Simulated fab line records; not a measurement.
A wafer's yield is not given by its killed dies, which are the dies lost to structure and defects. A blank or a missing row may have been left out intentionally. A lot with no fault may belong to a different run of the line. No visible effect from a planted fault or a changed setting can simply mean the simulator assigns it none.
A struck lot beside a sound one -- flow n5_finfet -- 14 out of 1938 route steps
Sound: wafers L148.2, L148.3, L148.5. Struck: wafer L152.3. (L152.4 of the same lot was not struck and is left out.) The cause comes at the end.
Order at every step that has rows: each side's tool, ch and its chambers, its first start. Under that, the readings that differ: sound wafers -- struck wafers -- difference of the means -- sigmas: that difference in standard deviations of wafers without a fault.
alike: words and numbers the same on both sides, and readings whose means are apart by under 2 such deviations; not compared: readings that were withheld, readings missing a value for some wafer, numbers with overlapping values and no deviation given by the record, and bounds like >300 which may hide the same value.
Wherever a step has rows on one side only, a row that says differs or no value, or a row with sigmas, the two part there. When numbers do not overlap yet have no deviation, they are printed without sigmas and do not part them. A reading that every wafer of one side lacks parts them only if that side has two wafers or more.

first, 7 steps without rows for these wafers: N5_BEOL_M9_COAT_75 (time 60 s, resist thk 5 nm); N5_BEOL_M9_COAT_22 (resist thk 30 nm); N5_BEOL_M9_EBR_24; N5_BEOL_M9_SOFTBAKE_23 (time 60 s); N5_BEOL_M9_EXPOSE_25 (exposes mask V8); N5_BEOL_M9_PEB_26 (peb time 60 s); N5_BEOL_M9_DEVELOP_27 (develop time 30 s).
N5_BEOL_M9_CD_MEAS_28 targets a cd of 70 nm.
  sound on cd_sem-03 ch 0, day 11 20:52; struck on cd_sem-01 ch 0, day 12 20:55
  alike: cd_nm
N5_BEOL_M9_OVL_MEAS_29:
  sound on overlay-01 ch 0, day 11 20:54; struck on overlay-01 ch 0, day 12 20:58
  alike: V8_OVL
N5_BEOL_M9_INSPECT_30: inspects for defects (brightfield).
  sound: defect_inspect-01 at day 11 20:58; struck: defect_inspect-01 at day 12 21:01
  alike: raw_defect_count
N5_BEOL_M9_DESCUM_33: chemistry O2, time 7 s.
  sound on rie_diel-04 ch 0,1,3, day 11 21:04; struck on rie_diel-04 ch 2, day 12 21:02
reading,sound,struck,difference,sigmas
drypump_motor_current_A (A),6.1 5.5 4.9,6.5,+1.0,+2
showerhead_plenum_p_Torr (Torr),2.08 2.10 2.07,2.23,+0.15,+3
throttle_valve_pct (%),20.54 20.79 20.37,19.98,-0.59,-2
  alike: oes_product_au, rf_vpp_V, temp_c
  not compared: rf_hours_counter_h
N5_BEOL_M9_ETCH_76: etches underlayer in N2/H2, target depth 6.5 nm, time 5.2 s.
  sound on rie_diel-04 ch 0,1,3, day 11 21:06; struck on rie_diel-04 ch 2, day 12 21:05
reading,sound,struck,difference,sigmas
drypump_motor_current_A (A),6.2 5.5 5.0,6.6,+1.0,+2
showerhead_plenum_p_Torr (Torr),2.53 2.54 2.48,2.72,+0.20,+3
  alike: etch_rf_on_time_s, oes_product_au, rf_vpp_V, throttle_valve_pct
  not compared: rf_hours_counter_h
N5_BEOL_M9_ETCH_65: etches SiARC in CF4, target depth 15.6 nm, time 26 s.
  sound on rie_diel-04 ch 0,1,3, day 11 21:07; struck on rie_diel-04 ch 2, day 12 21:05
reading,sound,struck,difference,sigmas
drypump_motor_current_A (A),6.2 5.5 5.0,6.5,+0.9,+2
etch_rf_on_time_s (s),25.3 26.3 25.5,17.1,-8.6,-12
oes_product_au (a.u.),0.62 0.65 0.84,1.06,+0.36,+5
showerhead_plenum_p_Torr (Torr),2.13 2.14 2.11,2.28,+0.15,+3
throttle_valve_pct (%),15.75 15.93 15.40,15.16,-0.53,-2
  alike: rf_vpp_V
  not compared: rf_hours_counter_h
N5_BEOL_M9_ETCH_66: etches SOC in N2/H2, target depth 80 nm, overetch 16 nm, time 120 s.
  sound on rie_diel-04 ch 0,1,3, day 11 21:09; struck on rie_diel-04 ch 2, day 12 21:07
reading,sound,struck,difference,sigmas
drypump_motor_current_A (A),6.2 5.5 5.0,6.6,+1.0,+2
rf_vpp_V (V),524.1 523.7 523.2,528.1,+4.4,+2
showerhead_plenum_p_Torr (Torr),2.53 2.54 2.48,2.72,+0.20,+3
  alike: oes_product_au, temp_c, throttle_valve_pct
  not compared: rf_hours_counter_h

== WHERE THEY PART ==
At N5_BEOL_M9_DESCUM_33 first; at N5_BEOL_M9_ETCH_66 last (within this record only).

WHY: what had been put in by the simulator
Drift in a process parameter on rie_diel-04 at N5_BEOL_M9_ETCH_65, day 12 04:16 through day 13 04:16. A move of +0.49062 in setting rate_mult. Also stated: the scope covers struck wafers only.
